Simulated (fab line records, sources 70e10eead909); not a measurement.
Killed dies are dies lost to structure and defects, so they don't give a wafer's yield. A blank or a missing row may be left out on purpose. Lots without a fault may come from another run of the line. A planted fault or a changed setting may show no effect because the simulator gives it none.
Chamber matching | flow nand_harc | NHARC_P_ZERO_WELL_DESCUM_26 on rie_diel-07: 4 sister chambers
The step chemistry O2, time 3 s. 8 wafers are shown with their chamber, then 8 later ones without.

WAFERS WITH THEIR CHAMBER
wafer  | chamber | rf_vpp_V (V) | throttle_valve_pct (%)
L084.1 | 0       | 56.8         | 11.305
L084.2 | 2       | 57.7         | 11.296
L086.4 | 2       | 57.2         | 11.300
L086.6 | 1       | 56.6         | 11.302
L093.2 | 0       | 59.0         | 11.319
L093.4 | 3       | 57.5         | 11.317
L093.5 | 1       | 57.0         | 11.317
L094.1 | 3       | 59.4         | 11.309

WAFERS WITHOUT THEIR CHAMBER
wafer  | rf_vpp_V (V) | throttle_valve_pct (%)
L094.2 | 58.6         | 11.312
L094.3 | 59.2         | 11.307
L095.3 | 56.6         | 11.330
L095.4 | 56.0         | 11.309
L095.5 | 56.6         | 11.301
L097.3 | 56.8         | 11.313
L097.5 | 57.4         | 11.322
L097.6 | 58.3         | 11.304

WHICH CHAMBER EACH WENT THROUGH
wafer  | from the rows above               | in truth
L094.2 | can't be placed: 3 or 0 or 1 or 2 | 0
L094.3 | can't be placed: 3 or 0 or 2 or 1 | 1
L095.3 | can't be placed: 0 or 1 or 3 or 2 | 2
L095.4 | can't be placed: 1 or 0 or 2 or 3 | 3
L095.5 | can't be placed: 2 or 1 or 0 or 3 | 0
L097.3 | can't be placed: 1 or 0 or 3 or 2 | 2
L097.5 | can't be placed: 0 or 3 or 1 or 2 | 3
L097.6 | can't be placed: 0 or 2 or 3 or 1 | 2
Placed correctly: 0 of 8. Can't be placed from these rows: 8 (the true chamber is among the candidates in 8). Placed wrongly: 0.
How it was worked out, from the rows above alone: a wafer's distance from a chamber is the root of the sum, over the readings, of the square of ((its reading less the chamber's mean) divided by the reading's scatter). The wafer belongs to the nearest chamber; if the next one is less than 2 further off, it can't be placed. A chamber's mean is the mean of its shown wafers. The scatter: the root of (the sum of the squares of (reading less its chamber's mean) over the shown wafers, divided by (wafers less chambers)).
